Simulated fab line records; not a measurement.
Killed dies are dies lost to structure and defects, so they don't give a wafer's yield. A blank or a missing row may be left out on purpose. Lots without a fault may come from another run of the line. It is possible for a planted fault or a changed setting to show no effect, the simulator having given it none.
Matching of chambers + flow n5_finfet + N5_HKMG_FIN_CMP_94 on cmp-03: 4 sister chambers
The step polishes, stops on SiNx, t overpolish 4.7 s, target thk 43.299 nm. 4 wafers are shown with their chamber, then 9 later ones without.

WAFERS, EACH WITH ITS CHAMBER
| wafer  | chamber | motor_current_A (A) |
|--------|---------|---------------------|
| L084.5 | 2       | 11.4                |
| L086.2 | 1       | 11.2                |
| L086.3 | 3       | 11.5                |
| L086.4 | 0       | 11.9                |

WAFERS WITH NO CHAMBER GIVEN
| wafer  | motor_current_A (A) |
|--------|---------------------|
| L088.3 | 11.6                |
| L088.5 | 11.7                |
| L088.6 | 11.3                |
| L091.3 | 11.5                |
| L091.4 | 11.7                |
| L091.5 | 12.1                |
| L093.3 | 11.5                |
| L093.5 | 11.9                |
| L093.6 | 11.9                |

WHICH CHAMBER EACH ONE RAN IN
| wafer  | from the rows above          | in truth                   |
|--------|------------------------------|----------------------------|
| L088.3 | can't be placed: 3 or 2 or 0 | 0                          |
| L088.5 | can't be placed: 3 or 0 or 2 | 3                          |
| L088.6 | can't be placed: 2 or 1 or 3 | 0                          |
| L091.3 | can't be placed: 3 or 2      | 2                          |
| L091.4 | can't be placed: 3 or 0 or 2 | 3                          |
| L091.5 | 0                            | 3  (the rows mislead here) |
| L093.3 | can't be placed: 3 or 2      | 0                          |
| L093.5 | 0                            | 0                          |
| L093.6 | 0                            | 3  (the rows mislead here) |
Correctly placed: 1 of 9. Unplaceable from these rows: 6, with the true chamber sitting among the candidates in 4. Placed wrongly: 2.
How it was worked out, from the rows above alone: a wafer's distance from a chamber is the root of the sum, over the readings, of the square of ((its reading less the chamber's mean) divided by the reading's scatter). If the next closest chamber is less than 2 further off than the closest, the wafer can't be placed; otherwise it belongs to the closest. For every chamber, the mean is computed from those of its wafers that are shown. The scatter: root of mean squared gap, hidden wafer to nearest shown wafer, with one shown wafer a chamber.
